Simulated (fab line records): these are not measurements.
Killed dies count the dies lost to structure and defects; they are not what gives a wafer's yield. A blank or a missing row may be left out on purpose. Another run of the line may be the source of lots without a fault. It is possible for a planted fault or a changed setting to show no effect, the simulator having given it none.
The tool behind it: which one? | flow n5-finfet | 12 lots, 36 wafers sampled, at 2 steps of a route of 1938

== WHAT EACH GAUGE READ, for each wafer ==
N5_BEOL_M15_INSPECT_30: inspects for defects (macro).
lot  | measured     | on                | raw-defect-count
L075 | day 12 11:19 | defect-inspect-01 | 1 1 1
L079 | day 12 13:50 | defect-inspect-01 | 4 0 2
L078 | day 12 22:41 | defect-inspect-02 | 1 4 3
L081 | day 13 14:20 | defect-inspect-01 | 3 1 3
L083 | day 14 02:44 | defect-inspect-02 | 1 4 3
L086 | day 14 17:02 | defect-inspect-02 | 1 2 1
L088 | day 15 01:35 | defect-inspect-01 | 0 1 2
L090 | day 15 18:20 | defect-inspect-02 | 1 1 3
L092 | day 16 04:56 | defect-inspect-01 | 1 2 3
L093 | day 16 12:56 | defect-inspect-02 | 2 4 1
L096 | day 17 12:54 | defect-inspect-02 | 3 1 3
L097 | day 17 17:14 | defect-inspect-01 | 0 1 2

== TOOL THAT RAN EACH LOT (tool first, then ch and the chambers of the sampled wafers, then the start) ==
lot  | N5_BEOL_M15_STRIP_63
L075 | rie-diel-04 ch 0,1, day 12 11:19 or earlier
L079 | rie-diel-03 ch 1,2, day 12 13:50 or earlier
L078 | rie-diel-04 ch 0,2, day 12 22:41 or earlier
L081 | rie-diel-04 ch 1,2, day 13 14:20 or earlier
L083 | rie-diel-01 ch 2,3, day 14 02:44 or earlier
L086 | rie-diel-04 ch 0,1,3, day 14 17:02 or earlier
L088 | rie-diel-03 ch 1,2,3, day 15 01:35 or earlier
L090 | rie-diel-04 ch 1,2, day 15 18:20 or earlier
L092 | rie-diel-04 ch 0,1, day 16 04:56 or earlier
L093 | rie-diel-01 ch 0,1,2, day 16 12:56 or earlier
L096 | rie-diel-03 ch 0,1, day 17 12:54 or earlier
L097 | rie-diel-04 ch 0,1,3, day 17 17:14 or earlier
- N5_BEOL_M15_STRIP_63: strips in O2.

== THE ANSWER, worked out from the rows above alone ==
Rule: the lots themselves supply what counts as usual. Put in order of their means at a reading, lots are off if they are a third of the lots or fewer, leave a main group of 4 or more, and stand apart from it by a gap of 3 or more times the standard deviation of the main group's means; of several such gaps the widest counts. A main group whose means are all the same, to the digits that the tables above print for the reading, isn't used. A lot without any number at a reading at which 4 lots or more have one is off too. Any other lot the step has rows for is counted as sound.
Across all readings shown, no lot is off: no conclusion can be drawn from this.

== WHAT THE SIMULATOR HAD PUT IN ==
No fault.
